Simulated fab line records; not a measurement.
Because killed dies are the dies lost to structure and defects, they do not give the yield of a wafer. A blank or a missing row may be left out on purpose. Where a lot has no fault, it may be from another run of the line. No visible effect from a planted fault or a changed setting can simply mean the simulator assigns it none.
fab line records	flow nand-harc
[record] lots = 6	wafers = 18	last-day = 24
route steps=1159 shown P_CONTACT@217 END@1159
lots with no fault: from the same line, run without faults
start-h: hours from the record's opening day to when the first of the lot's shown wafers began	wait-h: hours from the lot's prior step to this one	" same as the row above	L1.1+2: several wafers, shown together as one row	- no value, or no start was given	* or withheld: withheld	< > ~ a bound
route shown NAME@n: a module of which the file shows steps, and the number in the route of the first	usual: mean/standard deviation of fault-free wafers	same: alike in all rows	chamber/n: place in a boat	sites: per-site readings	_std_site: standard deviation of those values	_edge_site: the outer-site mean with the inner-site mean subtracted	radius-mm: for every site, how far away it sits from the centre of the wafer	mask NAME#n: copy n	behind: tool/chamber where the wafer was last shaped	hold: reason for holding the lot/hours on hold/outcome of the hold	device: which transistor (n, p or np) failed to switch	end of line: the route-end tests of the same wafers	step lacking rows: just its recipe	killed: dies that structure and defects cost at the first sort, which is not the same as the wafer's yield	map: shows each die of a wafer: x if killed, . if not, _ if none is there
set.NAME: the run value of the setting; set.NAME@STEP: its run value at that earlier step	model.NAME: the simulator's own value behind a step, which no gauge read
a table for each step, a row for each wafer; lots at some steps of the route
services: a tool's chamber out of use, with start hour (start-h, from the record's first day; less than 0 if before it), hours out, and reason
[[steps]]
[step NHARC_P_CONTACT_DEP_30]
[recipe] target-thk-a = 300	temp-c = 400	target-thk-nm = 30	flow-sccm = 200	rf-w = 450	material = SiNx
[usual] heater-power-w = 664/74	rf-fwd-power-W = 448.7/1.4
lot.wafer	tool	chamber	start-h	wait-h	heater-power-w	rf-fwd-power-W
L217.3	pecvd-01	1	104.76	0.1	741	449.5
L217.2	"	2	"	"	627	448.0
L217.6	"	2	"	"	641	449.9
L229.3	pecvd-01	1	184.98	0.1	836	448.5
L229.1	"	2	"	"	553	449.5
L229.6	"	2	"	"	570	449.4
L228.2	pecvd-04	1	190.86	0.1	566	449.2
L228.6	"	0	"	"	671	448.2
L228.4	"	2	"	"	639	450.5
L237.3	pecvd-03	0	224.83	0.1	644	447.9
L237.4	"	1	"	"	732	448.6
L237.6	"	2	"	"	735	449.6
L239.2	pecvd-04	1	232.82	0.1	649	448.1
L239.4	"	0	"	"	530	447.4
L239.6	"	2	"	"	750	449.5
L238.1	pecvd-04	0	233.38	0.1	538	448.2
L238.3	"	1	"	"	686	449.8
L238.5	"	2	"	"	684	447.9
[step NHARC_P_CONTACT_DEP_00]
[recipe] target-thk-a = 5000	temp-c = 400	pressure-torr = 6.5	rf-w = 900	teos-flow-sccm = 161.4	flow-sccm = 2650	target-thk-nm = 500	gas = O2	material = SiO2
[usual] heater-power-w = 510/72	rf-fwd-power-W = 898.0/2.8	throttle-valve-pct = 15.8/0.48
lot.wafer	tool	chamber	start-h	wait-h	heater-power-w	rf-fwd-power-W	throttle-valve-pct
L217.3	pecvd-01	1	-	-	646	896.9	14.9
L217.2	"	2	"	"	409	898.0	16.2
L217.6	"	2	"	"	426	900.7	16.6
L229.3	pecvd-01	1	-	-	699	898.6	15.1
L229.1	"	2	"	"	460	900.6	16.1
L229.6	"	2	"	"	493	904.2	16.3
L228.2	pecvd-04	1	-	-	513	904.9	15.4
L228.6	"	0	"	"	505	894.9	15.7
L228.4	"	2	"	"	538	899.8	16.2
L237.3	pecvd-03	0	-	-	479	896.3	16.1
L237.4	"	1	"	"	493	895.1	15.8
L237.6	"	2	"	"	549	897.2	16.2
L239.2	pecvd-04	1	-	-	550	897.1	15.5
L239.4	"	0	"	"	446	900.9	15.6
L239.6	"	2	"	"	451	899.2	15.6
L238.1	pecvd-04	0	-	-	413	893.9	15.5
L238.3	"	1	"	"	461	902.1	15.5
L238.5	"	2	"	"	584	893.4	15.6
[step NHARC_P_CONTACT_CMP_01]
[recipe] target-thk-nm = 200	material = SiO2
[usual] motor-current-A = 11.9/0.97	slurry-flow-ml-min = 150.0/0.49
lot.wafer	tool	chamber	start-h	wait-h	motor-current-A	slurry-flow-ml-min
L217.2	cmp-02	2	105.45	-	10.5	150.7
L217.3	"	0	"	"	13.7	150.2
L217.6	"	1	"	"	11.5	149.6
L229.3	cmp-04	1	185.74	-	11.4	150.2
L229.1	"	2	"	"	12.7	149.8
L229.6	"	0	"	"	11.7	151.0
L228.2	cmp-04	2	191.56	-	12.6	150.2
L228.4	"	0	"	"	12.2	150.3
L228.6	"	1	"	"	10.8	149.6
L237.3	cmp-03	2	225.57	-	12.3	149.4
L237.4	"	3	"	"	12.0	149.9
L237.6	"	3	"	"	12.2	150.6
L239.2	cmp-03	1	233.50	-	11.5	149.7
L239.4	"	0	"	"	10.0	149.5
L239.6	"	2	"	"	12.8	149.9
L238.1	cmp-03	3	234.14	-	11.0	149.4
L238.3	"	0	"	"	10.5	150.3
L238.5	"	2	"	"	12.6	149.7
[step NHARC_P_CONTACT_SRD_03]
[step NHARC_P_CONTACT_DEHYDRATE_04]
[recipe] temp-c = 150	time-s = 120
[step NHARC_P_CONTACT_HMDS_05]
[recipe] time-s = 30
[step NHARC_P_CONTACT_COAT_33]
[recipe] temp-c = 260	time-s = 75
[step NHARC_P_CONTACT_COAT_34]
[recipe] temp-c = 225	time-s = 65
[step NHARC_P_CONTACT_COAT_06]
[recipe] spin-rpm = 1500	resist-thk-nm = 90
[step NHARC_P_CONTACT_SOFTBAKE_07]
[recipe] temp-c = 105	time-s = 55
[step NHARC_P_CONTACT_EBR_08]
[step NHARC_P_CONTACT_EXPOSE_09]
[recipe] na = 1.35	target-cd-nm = 90	dose-mj = 81.26	mask-id = P_CA
[usual] stage-vel-mm-s = 500.02/0.24
lot.wafer	tool	chamber	start-h	wait-h	mask	stage-vel-mm-s
L217.2	arfi-scanner-02	0	106.12	-	P_CA#0	500.04
L217.3	"	0	"	"	P_CA#0	500.04
L217.6	"	0	"	"	P_CA#0	499.69
L229.1	arfi-scanner-02	0	186.26	-	P_CA#0	499.99
L229.3	"	0	"	"	P_CA#0	500.08
L229.6	"	0	"	"	P_CA#0	499.80
L228.2	arfi-scanner-02	0	192.23	-	P_CA#0	499.98
L228.4	"	0	"	"	P_CA#0	500.40
L228.6	"	0	"	"	P_CA#0	499.74
L237.3	arfi-scanner-01	0	226.27	-	P_CA#0	499.66
L237.4	"	0	"	"	P_CA#0	500.13
L237.6	"	0	"	"	P_CA#0	499.78
L239.2	arfi-scanner-01	0	234.10	-	P_CA#0	499.88
L239.4	"	0	"	"	P_CA#0	500.26
L239.6	"	0	"	"	P_CA#0	500.05
L238.1	arfi-scanner-03	0	234.78	-	P_CA#0	499.65
L238.3	"	0	"	"	P_CA#0	499.96
L238.5	"	0	"	"	P_CA#0	499.86
[step NHARC_P_CONTACT_PEB_10]
[recipe] peb-temp-c = 100	peb-time-s = 65
[step NHARC_P_CONTACT_DEVELOP_11]
[recipe] develop-time-s = 35	dev-temp-c = 23
[step NHARC_P_CONTACT_CD_MEAS_12]
[recipe] target-cd-nm = 90	landing-energy-ev = 500
[usual] cd-nm = 90.5/0.96
lot.wafer	tool	chamber	start-h	wait-h	cd-nm
L217.2	cd-sem-02	0	106.26	-	90.2
L217.3	"	0	"	"	90.7
L217.6	"	0	"	"	90.4
L229.1	cd-sem-03	0	186.41	-	91.4
L229.3	"	0	"	"	90.8
L229.6	"	0	"	"	85.2
L228.2	cd-sem-03	0	192.37	-	89.5
L228.4	"	0	"	"	89.3
L228.6	"	0	"	"	83.3
L237.3	cd-sem-03	0	226.41	-	89.7
L237.4	"	0	"	"	89.9
L237.6	"	0	"	"	90.3
L239.2	cd-sem-02	0	234.24	-	91.8
L239.4	"	0	"	"	92.7
L239.6	"	0	"	"	92.0
L238.1	cd-sem-03	0	234.92	-	89.7
L238.3	"	0	"	"	89.8
L238.5	"	0	"	"	90.2
[step NHARC_P_CONTACT_OVL_MEAS_13]
[usual] overlay-x-nm = 0.0/0.73	overlay-y-nm = 0.1/0.72
lot.wafer	tool	chamber	start-h	wait-h	overlay-x-nm	overlay-y-nm
L217.2	overlay-01	-	106.37	-	1.2	-0.5
L217.3	"	-	"	"	1.2	-1.0
L217.6	"	-	"	"	1.7	-0.5
L229.1	overlay-02	-	186.50	-	-1.2	0.7
L229.3	"	-	"	"	-1.5	0.4
L229.6	"	-	"	"	-1.4	0.7
L228.2	overlay-01	-	192.46	-	0.4	-0.4
L228.4	"	-	"	"	0.1	-0.2
L228.6	"	-	"	"	-0.3	-0.6
L237.3	overlay-01	-	226.49	-	-1.0	0.8
L237.4	"	-	"	"	-0.9	0.9
L237.6	"	-	"	"	-1.1	0.3
L239.2	overlay-02	-	234.32	-	-0.3	-0.3
L239.4	"	-	"	"	-0.9	0.2
L239.6	"	-	"	"	-1.1	0.5
L238.1	overlay-02	-	235.01	-	0.8	-1.3
L238.3	"	-	"	"	0.3	-0.8
L238.5	"	-	"	"	0.4	-0.8
[step NHARC_P_CONTACT_INSPECT_14]
[usual] raw-defect-count = 3.7/2.3
lot.wafer	tool	chamber	start-h	wait-h	raw-defect-count
L217.2	defect-inspect-02	-	106.40	0.0	6
L217.3	"	-	"	"	5
L217.6	"	-	"	"	9
L229.1	defect-inspect-02	-	186.53	0.0	4
L229.3	"	-	"	"	3
L229.6	"	-	"	"	4
L228.2	defect-inspect-02	-	192.50	0.0	0
L228.4	"	-	"	"	1
L228.6	"	-	"	"	1
L237.3	defect-inspect-02	-	226.53	0.0	3
L237.4	"	-	"	"	2
L237.6	"	-	"	"	2
L239.2	defect-inspect-01	-	234.36	0.0	6
L239.4	"	-	"	"	7
L239.6	"	-	"	"	4
L238.1	defect-inspect-02	-	235.05	0.0	4
L238.3	"	-	"	"	5
L238.5	"	-	"	"	5
[step NHARC_P_CONTACT_DESCUM_17]
[recipe] time-s = 3	o2-flow-sccm = 200	ar-flow-sccm = 0	bias-power-w = 0	chemistry = O2
[usual] drypump-motor-current-A = 5.8/0.4	oes-product-au = 0.995/0.0095	rf-vpp-V = 57.6/0.92	showerhead-plenum-p-Torr = 1.87/0.082	throttle-valve-pct = 11.311/0.0092
lot.wafer	tool	chamber	start-h	wait-h	drypump-motor-current-A	oes-product-au	rf-hours-counter-h	rf-vpp-V	showerhead-plenum-p-Torr	throttle-valve-pct	model.P_CONTACT.cd-nm
L217.2	rie-diel-01	1	106.46	0.1	5.3	1.017	15	57.8	1.83	11.306	90.19
L217.3	"	2	"	"	5.6	1.003	14	56.7	1.80	11.314	90.09
L217.6	"	2	"	"	5.6	1.000	-	56.7	1.80	11.305	90.37
L229.1	rie-diel-01	3	186.59	0.1	6.2	0.988	5	58.2	1.95	11.314	91.1
L229.3	"	2	"	"	5.6	1.002	4	56.7	1.80	11.306	91.33
L229.6	"	3	"	"	6.3	0.986	-	58.6	1.95	11.313	85.6
L228.2	rie-diel-01	3	192.57	0.1	6.3	0.980	5	57.3	1.95	11.310	90.11
L228.4	"	0	"	"	5.6	0.987	6	57.3	1.87	11.300	89.91
L228.6	"	2	"	"	5.6	1.003	-	56.2	1.80	11.307	83.83
L237.3	rie-diel-01	2	226.59	0.1	5.6	0.998	10	57.0	1.80	11.307	90.26
L237.4	"	0	"	"	5.6	0.991	10	57.2	1.87	11.320	90.33
L237.6	"	2	"	"	5.6	1.006	-	58.3	1.80	11.325	90.39
L239.4	rie-diel-08	3	234.42	0.1	6.3	0.990	41	58.5	1.88	11.303	92.92
L239.2	"	0	"	"	5.7	0.990	42	56.8	1.90	11.314	92.3
L239.6	"	3	"	"	6.4	0.991	-	57.8	1.88	11.322	92.53
L238.1	rie-diel-01	2	235.11	0.1	5.6	0.999	11	58.7	1.80	11.296	89.95
L238.3	"	0	"	"	5.6	0.996	12	56.7	1.87	11.314	90.16
L238.5	"	3	"	"	6.2	0.988	-	57.7	1.95	11.321	90.27
[step NHARC_P_CONTACT_ETCH_35]
[recipe] target-depth-a = 390	over-etch-frac = 0.3	time-s = 65	ion-energy-ev = 80	cf4-flow-sccm = 150	ar-flow-sccm = 0	rf-w = 300	bias-w = 100	chemistry = CF4
[step NHARC_P_CONTACT_ETCH_36]
[recipe] target-depth-a = 2600	over-etch-frac = 0.25	time-s = 406.25	ion-energy-ev = 200	n2-flow-sccm = 150	h2-flow-sccm = 150	ar-flow-sccm = 0	rf-w = 400	bias-w = 150	chemistry = N2/H2
[step NHARC_P_CONTACT_ETCH_18]
[recipe] target-depth-a = 4810	time-s = 240.5	c4f8-flow-sccm = 20	o2-flow-sccm = 10	ar-flow-sccm = withheld	rf-w = 600	bias-w = 1500	chemistry = C4F8/O2/Ar
[usual] oes-product-au = 0.958/0.019	rf-fwd-power-W = 598.0/1.7	rf-vpp-V = 976/5.7
lot.wafer	tool	chamber	start-h	wait-h	oes-product-au	rf-fwd-power-W	rf-hours-counter-h	rf-vpp-V
L217.2	rie-diel-01	1	-	-	0.961	599.2	15	972
L217.3	"	2	"	"	0.957	600.5	14	971
L217.6	"	0	"	"	0.972	599.3	-	975
L229.3	rie-diel-01	1	-	-	0.973	596.3	5	973
L229.1	"	2	"	"	0.976	592.9	5	971
L229.6	"	1	"	"	0.989	597.6	-	973
L228.4	rie-diel-01	0	-	-	0.972	593.6	6	976
L228.2	"	1	"	"	0.966	595.8	6	974
L228.6	"	1	"	"	0.973	598.8	-	972
L237.3	rie-diel-01	0	-	-	0.972	597.8	10	974
L237.4	"	2	"	"	0.971	598.5	10	970
L237.6	"	0	"	"	0.973	600.1	-	975
L239.4	rie-diel-08	1	-	-	0.962	598.5	42	972
L239.2	"	2	"	"	0.966	598.1	41	978
L239.6	"	0	"	"	0.950	595.2	-	978
L238.1	rie-diel-01	2	-	-	0.958	595.8	12	972
L238.3	"	3	"	"	0.941	596.8	12	981
L238.5	"	1	"	"	0.992	595.7	-	971
[step NHARC_P_CONTACT_STRIP_37]
[recipe] c4f8-flow-sccm = withheld	o2-flow-sccm = 8	ar-flow-sccm = withheld	bias-w = 0	chemistry = C4F8/O2/Ar
[step NHARC_P_CONTACT_ETCH_31]
[recipe] target-depth-a = 300	time-s = 85.7	ion-energy-ev = 120	over-etch-frac = 1	ch3f-flow-sccm = 50	o2-flow-sccm = 30	ar-flow-sccm = 200	rf-w = 500	bias-w = 100	chemistry = CH3F/O2
[usual] drypump-motor-current-A = 5.7/0.4	oes-product-au = 0.976/0.014	rf-fwd-power-W = 495.8/1.9	rf-vpp-V = 243.8/1.6	showerhead-plenum-p-Torr = 2.41/0.1	throttle-valve-pct = 20.663/0.0096
lot.wafer	tool	chamber	start-h	wait-h	drypump-motor-current-A	oes-product-au	rf-fwd-power-W	rf-hours-counter-h	rf-vpp-V	showerhead-plenum-p-Torr	throttle-valve-pct	model.P_CONTACT.cd-nm
L217.2	rie-diel-01	3	-	-	6.2	0.992	494.5	14	243.9	2.51	20.638	87.63
L217.3	"	0	"	"	5.6	0.984	495.9	14	243.7	2.41	20.638	90.21
L217.6	"	3	"	"	6.2	0.980	493.0	-	246.9	2.51	20.659	88.3
L229.3	rie-diel-01	2	-	-	5.6	0.993	498.4	5	241.9	2.31	20.651	92.87
L229.1	"	0	"	"	5.6	0.976	496.0	5	244.6	2.41	20.673	92.04
L229.6	"	1	"	"	5.4	1.008	495.6	-	243.6	2.35	20.658	85.47
L228.2	rie-diel-01	3	-	-	6.3	0.968	492.7	6	244.5	2.51	20.653	91.38
L228.4	"	0	"	"	5.6	0.987	496.5	6	243.5	2.41	20.668	92.45
L228.6	"	1	"	"	5.3	1.001	495.7	-	242.8	2.35	20.665	86.29
L237.4	rie-diel-01	2	-	-	5.6	0.989	496.3	10	241.2	2.31	20.656	90.59
L237.3	"	0	"	"	5.6	0.973	494.5	10	243.2	2.41	20.666	91.71
L237.6	"	3	"	"	6.3	0.966	497.4	-	245.0	2.50	20.667	92.2
L239.2	rie-diel-08	1	-	-	6.4	0.987	490.6	42	242.1	2.34	20.669	93.38
L239.4	"	2	"	"	6.3	0.960	494.3	41	244.7	2.43	20.660	92.09
L239.6	"	0	"	"	5.7	0.976	497.8	-	243.6	2.44	20.670	92.93
L238.3	rie-diel-01	0	-	-	5.6	0.980	495.8	12	244.2	2.40	20.662	89.09
L238.1	"	1	"	"	5.4	0.998	496.3	11	242.9	2.35	20.668	90.33
L238.5	"	3	"	"	6.3	0.974	491.7	-	245.9	2.50	20.666	89.99
[step NHARC_P_CONTACT_CD_MEAS_19]
[usual] cd-nm = 91.0/1.6
lot.wafer	tool	chamber	start-h	wait-h	cd-nm
L217.2	cd-sem-03	-	107.36	-	87.6
L217.3	"	-	"	"	90.4
L217.6	"	-	"	"	88.3
L229.1	cd-sem-03	-	187.53	-	91.6
L229.3	"	-	"	"	93.0
L229.6	"	-	"	"	85.6
L228.2	cd-sem-03	-	193.45	-	91.4
L228.4	"	-	"	"	92.5
L228.6	"	-	"	"	86.4
L237.3	cd-sem-03	-	227.47	-	91.7
L237.4	"	-	"	"	90.7
L237.6	"	-	"	"	92.0
L239.2	cd-sem-03	-	235.30	-	93.6
L239.4	"	-	"	"	92.0
L239.6	"	-	"	"	92.9
L238.1	cd-sem-01	-	235.98	-	90.0
L238.3	"	-	"	"	89.2
L238.5	"	-	"	"	90.1
[step NHARC_P_CONTACT_STRIP_28]
[recipe] o2-flow-sccm = 500	ar-flow-sccm = 0	bias-w = 0	chemistry = O2
[usual] drypump-motor-current-A = 5.7/0.45	oes-product-au = 0.995/0.0093	rf-vpp-V = 57.7/1	showerhead-plenum-p-Torr = 3.49/0.17	throttle-valve-pct = 17.035/0.0099
lot.wafer	tool	chamber	start-h	wait-h	drypump-motor-current-A	oes-product-au	rf-hours-counter-h	rf-vpp-V	showerhead-plenum-p-Torr	throttle-valve-pct
L217.3	rie-diel-01	3	107.46	0.1	6.3	1.002	14	59.0	3.60	17.038
L217.2	"	0	"	"	5.6	1.008	14	58.2	3.46	17.055
L217.6	"	1	"	"	5.4	1.012	-	56.7	3.38	17.046
L229.1	rie-diel-01	3	187.62	0.1	6.3	0.982	5	59.4	3.59	17.033
L229.3	"	0	"	"	5.6	0.991	5	58.2	3.46	17.029
L229.6	"	2	"	"	5.6	0.993	-	56.8	3.33	17.013
L228.4	rie-diel-01	2	193.52	0.1	5.6	0.991	5	56.8	3.33	17.056
L228.2	"	0	"	"	5.6	0.988	6	56.5	3.46	17.046
L228.6	"	2	"	"	5.6	0.984	-	56.9	3.33	17.014
L237.4	rie-diel-11	3	227.53	0.1	5.0	0.991	2	59.3	3.77	17.048
L237.3	"	2	"	"	5.3	0.992	2	58.9	3.75	17.021
L237.6	"	0	"	"	6.2	0.996	-	58.4	3.35	17.031
L239.2	rie-diel-11	1	235.37	0.1	6.0	1.001	3	56.9	3.30	17.040
L239.4	"	3	"	"	5.0	0.998	3	59.1	3.76	17.048
L239.6	"	1	"	"	6.0	1.003	-	58.0	3.30	17.011
L238.1	rie-diel-11	1	236.07	0.1	6.0	0.999	3	57.8	3.30	17.052
L238.3	"	2	"	"	5.3	0.992	3	57.6	3.75	17.044
L238.5	"	1	"	"	6.0	0.995	-	57.7	3.30	17.035
[step NHARC_END_SORT_01]
[recipe] temp-c = 25
[usual] killed-at-array = 29/9.4	killed-at-periphery = 2.9/2.1	killed-dies = 32/9	killed-open = 3.3/1.8	killed-short = 1.9/1.4
[same] gross-dies = 677	killed-at-other = 0
lot.wafer	tool	chamber	start-h	wait-h	killed-at-array	killed-at-periphery	killed-dies	killed-open	killed-short
L217.2	prober-02	0	472.32	2.8	28	4	32	1	5
L217.3	prober-02	0	473.11	3.1	28	3	31	3	0
L217.6	prober-02	0	475.46	3.9	30	4	34	3	2
L229.1	prober-02	0	511.84	2.5	45	2	47	1	2
L229.3	prober-02	0	513.42	3.1	47	4	51	3	4
L229.6	prober-02	0	515.79	4.0	33	2	35	6	1
L228.2	prober-02	0	520.32	2.8	33	0	33	1	1
L228.4	prober-02	0	521.92	3.4	30	2	32	2	1
L228.6	prober-02	0	523.52	4.0	37	0	37	3	1
L239.2	prober-01	0	564.46	2.8	20	8	28	3	2
L239.4	prober-01	0	566.04	3.4	12	6	18	3	0
L239.6	prober-01	0	567.63	4.0	23	3	26	5	1
L238.1	prober-01	0	571.44	2.5	52	3	55	1	0
L238.3	prober-01	0	573.04	3.1	52	1	53	1	2
L238.5	prober-01	0	574.64	3.7	48	3	51	4	1
L237.3	prober-02	0	572.91	3.1	28	1	29	3	1
L237.4	prober-02	0	573.71	3.4	26	1	27	3	0
L237.6	prober-02	0	575.31	4.0	41	2	43	4	2
// killed by level:class
L217.2 A_CHANNEL_HOLE_D1:chamber-film-flake=12 A_SLIT:chamber-film-flake=6 A_M1:geometric-particle:short=2 P_GATE:chamber-film-flake=2 A_STAIRCASE:chamber-film-flake=2 A_CHANNEL_FILL_D1:geometric-particle:short=1 A_SGD_CUT:geometric-particle:short=1 A_BLC:geometric-particle:open=1
L217.3 A_SLIT:chamber-film-flake=12 A_CHANNEL_HOLE_D1:chamber-film-flake=9 A_CONTACT:chamber-film-flake=4 A_CONTACT:geometric-particle:open=2 P_BONDPAD:chamber-film-flake=2 A_SGD_CUT:geometric-particle:open=1 P_GATE:chamber-film-flake=1
L217.6 A_CHANNEL_HOLE_D1:chamber-film-flake=9 A_SLIT:chamber-film-flake=7 A_STAIRCASE:chamber-film-flake=4 P_GATE:chamber-film-flake=3 A_CONTACT:chamber-film-flake=3 A_CHANNEL_HOLE_D1:geometric-particle:open=1 A_SGD_CUT:geometric-particle:open=1 A_CONTACT:geometric-particle:short=1
L229.1 A_CHANNEL_HOLE_D1:chamber-film-flake=16 A_SLIT:chamber-film-flake=14 A_STAIRCASE:chamber-film-flake=8 A_CONTACT:chamber-film-flake=5 P_M0:geometric-particle:short=1 A_WL_FILL:geometric-particle:short=1 A_M1:geometric-particle:open=1 P_BONDPAD:chamber-film-flake=1
L229.3 A_SLIT:chamber-film-flake=21 A_CHANNEL_HOLE_D1:chamber-film-flake=8 A_STAIRCASE:chamber-film-flake=6 A_CONTACT:chamber-film-flake=6 P_M0:geometric-particle:open=1 A_ONON_D1:geometric-particle:short=1 A_CHANNEL_FILL_D1:geometric-particle:open=1 A_SGD_CUT:geometric-particle:short=1
L229.6 A_CHANNEL_HOLE_D1:chamber-film-flake=13 A_SLIT:chamber-film-flake=10 A_ONON_D1:geometric-particle:open=3 A_STAIRCASE:chamber-film-flake=2 P_CONTACT:geometric-particle:open=1 A_SGD_CUT:geometric-particle:open=1 A_WL_FILL:geometric-particle:short=1 A_WL_FILL:geometric-particle:open=1
L228.2 A_CHANNEL_HOLE_D1:chamber-film-flake=17 A_SLIT:chamber-film-flake=12 A_CHANNEL_FILL_D1:chamber-film-flake=2 A_SOURCE_PLATE:geometric-particle:short=1 A_ONON_D1:geometric-particle:open=1
L228.4 A_SLIT:chamber-film-flake=14 A_CHANNEL_HOLE_D1:chamber-film-flake=10 A_CHANNEL_FILL_D1:chamber-film-flake=2 A_WL_FILL:chamber-film-flake=2 P_CONTACT:geometric-particle:open=1 P_M2:geometric-particle:open=1 A_WL_FILL:geometric-particle:short=1 A_CONTACT:chamber-film-flake=1
L228.6 A_SLIT:chamber-film-flake=17 A_CHANNEL_HOLE_D1:chamber-film-flake=14 A_ONON_D1:geometric-particle:open=1 A_CHANNEL_FILL_D1:geometric-particle:open=1 A_SGD_CUT:geometric-particle:open=1 A_WL_FILL:geometric-particle:short=1 A_CHANNEL_FILL_D1:chamber-film-flake=1 A_CONTACT:chamber-film-flake=1
L239.2 A_CHANNEL_HOLE_D1:chamber-film-flake=11 A_CONTACT:chamber-film-flake=5 P_STI:chamber-film-flake=2 P_GATE:geometric-particle:open=1 P_GATE:geometric-particle:short=1 P_M0:geometric-particle:open=1 A_CHANNEL_HOLE_D1:geometric-particle:short=1 A_CHANNEL_HOLE_D1:geometric-particle:open=1
L239.4 A_CHANNEL_HOLE_D1:chamber-film-flake=6 P_GATE:chamber-film-flake=3 A_CONTACT:chamber-film-flake=3 P_STI:geometric-particle:open=1 P_CONTACT:geometric-particle:open=1 A_M0:geometric-particle:open=1 P_M0:chamber-film-flake=1 A_STAIRCASE:chamber-film-flake=1
L239.6 A_CHANNEL_HOLE_D1:chamber-film-flake=9 A_CONTACT:chamber-film-flake=8 A_M0:geometric-particle:open=2 P_M0:geometric-particle:open=1 A_ONON_D1:geometric-particle:open=1 A_SGD_CUT:geometric-particle:short=1 A_CONTACT:geometric-particle:open=1 P_ZERO_WELL:chamber-film-flake=1
L238.1 A_CHANNEL_HOLE_D1:chamber-film-flake=28 A_SLIT:chamber-film-flake=22 A_M0:geometric-particle:open=1 P_ZERO_WELL:chamber-film-flake=1 P_STI:chamber-film-flake=1 P_GATE:chamber-film-flake=1 A_WL_FILL:chamber-film-flake=1
L237.3 A_CHANNEL_HOLE_D1:chamber-film-flake=23 P_GATE:geometric-particle:open=1 A_CONTACT:geometric-particle:open=1 A_M1:geometric-particle:short=1 A_M1:geometric-particle:open=1 A_STAIRCASE:chamber-film-flake=1 A_CONTACT:chamber-film-flake=1
L238.3 A_CHANNEL_HOLE_D1:chamber-film-flake=24 A_SLIT:chamber-film-flake=24 P_GATE:geometric-particle:open=1 A_CHANNEL_FILL_D1:geometric-particle:short=1 A_M0:geometric-particle:short=1 A_STAIRCASE:chamber-film-flake=1 A_CONTACT:chamber-film-flake=1
L237.4 A_CHANNEL_HOLE_D1:chamber-film-flake=14 A_CONTACT:chamber-film-flake=5 A_STAIRCASE:chamber-film-flake=2 A_WL_FILL:chamber-film-flake=2 P_GATE:geometric-particle:open=1 A_CHANNEL_HOLE_D1:geometric-particle:open=1 A_CONTACT:geometric-particle:open=1 A_ZERO_WELL:chamber-film-flake=1
L238.5 A_CHANNEL_HOLE_D1:chamber-film-flake=24 A_SLIT:chamber-film-flake=20 P_ZERO_WELL:chamber-film-flake=2 P_M1:geometric-particle:open=1 A_CHANNEL_HOLE_D1:geometric-particle:open=1 A_SGD_CUT:geometric-particle:open=1 A_BLC:geometric-particle:open=1 A_M0:geometric-particle:short=1
L237.6 A_CHANNEL_HOLE_D1:chamber-film-flake=30 A_ZERO_WELL:chamber-film-flake=3 A_CONTACT:chamber-film-flake=3 A_CONTACT:geometric-particle:short=2 P_STI:geometric-particle:open=1 P_M0:geometric-particle:open=1 A_CHANNEL_FILL_D1:geometric-particle:open=1 A_WL_FILL:geometric-particle:open=1
[[services]]
tool	chamber	start-h	hours	kind
arfi-scanner-02	-	84.00	4.0	pm
rie-diel-01	-	86.79	0.2	repair
cmp-04	-	105.00	4.0	pm
rie-diel-01	2	107.03	8.3	repair
rie-diel-08	0	107.63	5.6	repair
pecvd-01	-	107.77	2.6	repair
pecvd-03	-	111.06	13.0	pm
rie-diel-01	3	112.45	4.6	repair
rie-diel-01	1	114.51	2.2	repair
cmp-04	-	119.07	1.1	repair
rie-diel-08	-	125.85	9.0	pm
rie-diel-01	-	137.80	9.0	pm
cmp-03	-	156.00	4.0	pm
cmp-03	-	179.84	1.4	repair
rie-diel-11	-	179.88	0.7	repair
rie-diel-01	-	183.09	0.4	repair
cmp-03	-	185.86	1.9	repair
pecvd-04	-	188.84	1.5	repair
rie-diel-11	-	189.50	9.0	pm
pecvd-04	-	195.27	13.0	pm
rie-diel-01	1	205.92	7.1	repair
rie-diel-11	2	207.50	4.5	repair
cmp-03	-	211.78	0.3	repair
pecvd-04	2	236.04	5.6	repair
[[key]]
[first-sign] step = NHARC_P_CONTACT_CD_MEAS_12	reading = cd-nm	direction = down	sigmas = 6.6	usual = 90.5	struck = 84.3
[effect] step = NHARC_P_CONTACT_CD_MEAS_19	reading = cd-nm	direction = down	sigmas = 3.2	usual = 91.0	struck = 86.0
[model-effect] step = NHARC_P_CONTACT_DESCUM_17	value = P_CONTACT.cd-nm	without = 90.69	struck = 84.71
[model-effect] step = NHARC_P_CONTACT_ETCH_31	value = P_CONTACT.cd-nm	without = 91.86	struck = 85.88
met-at NHARC_P_CONTACT_EXPOSE_09
struck-wafers L228.6,L229.6
tester-left-out L228,L229
onset-between 106.12 186.26
[fault] kind = process-parameter-drift	tool = arfi-scanner-02	chamber = -	onset-h = 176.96	steps = NHARC_P_CONTACT_EXPOSE_09	channel = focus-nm	offset = 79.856	shape = step	end-h = 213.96	scope = struck-wafers-only
// tester-left-out: of these lots the tester's yield and bins aren't shown, on N5 and GAA mostly nor the transistor test; their killed dies are dies lost to structure and defects alone, not to doping, threshold or leakage, so they don't give the yield
